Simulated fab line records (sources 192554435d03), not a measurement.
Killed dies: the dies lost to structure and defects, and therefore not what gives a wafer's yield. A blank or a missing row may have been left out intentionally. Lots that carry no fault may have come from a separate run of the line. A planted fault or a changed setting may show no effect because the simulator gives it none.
Matching of chambers ; flow n5-finfet ; N5_BEOL_M10_ETCH_62 on rie-diel-03 has 4 sister chambers
The step etches SOC in N2/H2, target depth 110 nm, overetch 22 nm, time 165 s. 4 wafers are shown with their chamber, then 8 later ones without.

== WAFERS, EACH WITH ITS CHAMBER ==
wafer;chamber;drypump-motor-current-A (A)
L089.3;2;5.9
L091.3;0;5.5
L091.5;1;6.7
L090.3;3;5.6

== WAFERS MISSING THEIR CHAMBER ==
wafer;drypump-motor-current-A (A)
L090.4;5.5
L090.6;6.7
L093.1;5.6
L093.3;6.7
L093.4;5.9
L095.2;5.5
L095.3;6.0
L095.5;5.6

== EACH ONE'S CHAMBER ==
wafer;from the rows above;in truth
L090.4;0;0
L090.6;1;1
L093.1;3;3
L093.3;1;1
L093.4;2;2
L095.2;0;0
L095.3;2;2
L095.5;3;3
Placed correctly: 8 of 8. Can't be placed from these rows: 0. 0 placed wrongly.
How it was worked out, from the rows above alone: a wafer's distance from a chamber is the root of the sum, over the readings, of the square of ((its reading less the chamber's mean) divided by the reading's scatter). The wafer belongs to the nearest chamber; if the next one is less than 2 further off, it can't be placed. For every chamber, the mean is computed from those of its wafers that are shown. The scatter: with one shown wafer a chamber, the root of the mean of the squares of how far each hidden wafer lies from its nearest shown one.
